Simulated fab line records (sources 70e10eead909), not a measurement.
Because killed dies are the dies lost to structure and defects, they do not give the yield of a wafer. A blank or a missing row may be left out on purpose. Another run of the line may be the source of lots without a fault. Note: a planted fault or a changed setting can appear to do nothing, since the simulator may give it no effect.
Check for tools in common ; flow nand-harc ; 14 lots, 42 wafers sampled

## REASON IT WAS OPENED
Flagged at NHARC_A_ONON_D1_THK_MEAS_11: reading thk-nm, on 2 of 14 lots. Wafers without a fault read 998 nm, standard deviation 8.
Rule: a lot gets a flag if all its wafers with a number sit over 4 standard deviations from that mean, or if no wafer of it has a number. The rest of the lots are taken to be sound.

lot;measured;on;thk-nm (nm), wafer by wafer;flag
L440;day 8 11:47;film-metro-02;988 991 992;
L441;day 8 11:48;film-metro-01;1009 1010 1010;
L442;day 9 02:23;film-metro-01;991 991 991;
L447;day 10 17:12;film-metro-01;996 997 995;
L450;day 12 01:07;film-metro-01;1872 1872 1870;FLAGGED
L451;day 12 09:23;film-metro-01;1865 1867 1867;FLAGGED
L452;day 12 17:30;film-metro-01;1002 1002 1001;
L454;day 13 19:05;film-metro-02;1008 1004 1005;
L456;day 14 14:43;film-metro-02;988 989 990;
L457;day 14 21:53;film-metro-02;992 993 991;
L460;day 16 08:46;film-metro-02;999 999 1002;
L461;day 16 12:56;film-metro-02;992 993 993;
L462;day 16 18:31;film-metro-01;1000 1000 1002;
L463;day 17 13:16;film-metro-01;1010 1010 1010;
On average the flagged lots read 1869 nm, which is +871 nm against the usual, or +99 or more standard deviations.

## WHICH TOOL EACH LOT WENT THROUGH
The record keeps 1 process step preceding the reading, out of 1302 steps on the route. Read each cell as the tool, then ch plus the chambers that the sampled wafers visited, then the start.
lot;flag;NHARC_A_ONON_D1_DEP_09
L440;;pecvd-onon-02 ch 0, day 8 11:24
L441;;pecvd-onon-04 ch 0, day 8 11:17
L442;;pecvd-onon-03 ch 0, day 9 01:52
L447;;pecvd-onon-02 ch 0, day 10 16:41
L450;FLAGGED;pecvd-onon-04 ch 0, day 12 00:36
L451;FLAGGED;pecvd-onon-04 ch 0, day 12 08:56
L452;;pecvd-onon-02 ch 0, day 12 16:59
L454;;pecvd-onon-02 ch 0, day 13 18:41
L456;;pecvd-onon-02 ch 0, day 14 14:19
L457;;pecvd-onon-03 ch 0, day 14 21:23
L460;;pecvd-onon-03 ch 0, day 16 08:16
L461;;pecvd-onon-04 ch 0, day 16 12:26
L462;;pecvd-onon-04 ch 0, day 16 18:01
L463;;pecvd-onon-02 ch 0, day 17 12:45
What the steps here do:
- NHARC_A_ONON_D1_DEP_09: target thk 1000 nm.
- NHARC_A_ONON_D1_THK_MEAS_11: measures by ellipsometry.

## FLAGGED OVER TOTAL, TOOL BY TOOL (the gauges that took the reading come last)
step;tool;lots run;flagged;share of the flagged lots;sound lots run after its first flagged lot
NHARC_A_ONON_D1_DEP_09;pecvd-onon-02;6;0;none;-
NHARC_A_ONON_D1_DEP_09;pecvd-onon-03;3;0;none;-
NHARC_A_ONON_D1_DEP_09;pecvd-onon-04;5;2;all;2 (L461,L462)
NHARC_A_ONON_D1_THK_MEAS_11;film-metro-01;8;2;all;3 (L452,L462,L463)
NHARC_A_ONON_D1_THK_MEAS_11;film-metro-02;6;0;none;-

## WHAT IS ALLOWED BY THE TABLE
Every flagged lot went through 2 rows of the table: pecvd-onon-04 at NHARC_A_ONON_D1_DEP_09 and film-metro-01 at NHARC_A_ONON_D1_THK_MEAS_11.
- pecvd-onon-04 at NHARC_A_ONON_D1_DEP_09: 2 of its 5 lots flagged. Sound lots followed the first flagged one (L461, L462) on it, something a lasting fault affecting the whole tool could not allow.
- film-metro-01 at NHARC_A_ONON_D1_THK_MEAS_11: 2 of its 8 lots flagged. Sound lots followed the first flagged one (L452, L462, L463) on it, something a lasting fault affecting the whole tool could not allow.
Not one row of the table ran every flagged lot while running no sound lot after the first.

## WHAT HAD BEEN PUT IN BY THE SIMULATOR
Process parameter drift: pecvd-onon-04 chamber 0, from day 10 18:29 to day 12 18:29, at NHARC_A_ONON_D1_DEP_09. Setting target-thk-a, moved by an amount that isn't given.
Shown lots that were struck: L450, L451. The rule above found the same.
